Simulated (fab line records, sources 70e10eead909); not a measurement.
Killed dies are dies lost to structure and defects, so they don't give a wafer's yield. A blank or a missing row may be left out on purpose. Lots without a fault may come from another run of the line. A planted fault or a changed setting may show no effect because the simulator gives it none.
Chamber matching | flow nand_harc | NHARC_P_ZERO_WELL_ETCH_65 on rie_diel-09: 4 sister chambers
The step etches the open film in N2/H2, target depth 80 nm, overetch 24 nm, time 87.88 s. 4 wafers are shown with their chamber, then 7 later ones without.

WAFERS WITH THEIR CHAMBER
wafer  | chamber | showerhead_plenum_p_Torr (Torr)
L435.3 | 1       | 2.15
L435.6 | 2       | 1.91
L436.1 | 0       | 1.94
L436.2 | 3       | 2.09

WAFERS WITHOUT THEIR CHAMBER
wafer  | showerhead_plenum_p_Torr (Torr)
L436.6 | 2.15
L437.3 | 1.91
L437.4 | 2.09
L437.6 | 1.94
L441.1 | 1.90
L441.2 | 2.09
L441.5 | 1.94

WHICH CHAMBER EACH WENT THROUGH
wafer  | from the rows above | in truth
L436.6 | 1                   | 1
L437.3 | 2                   | 2
L437.4 | 3                   | 3
L437.6 | 0                   | 0
L441.1 | 2                   | 2
L441.2 | 3                   | 3
L441.5 | 0                   | 0
Placed correctly: 7 of 7. Can't be placed from these rows: 0. Placed wrongly: 0.
How it was worked out, from the rows above alone: a wafer's distance from a chamber is the root of the sum, over the readings, of the square of ((its reading less the chamber's mean) divided by the reading's scatter). The wafer belongs to the nearest chamber; if the next one is less than 2 further off, it can't be placed. A chamber's mean is the mean of its shown wafers. The scatter: with one shown wafer a chamber, the root of the mean of the squares of how far each hidden wafer lies from its nearest shown one.
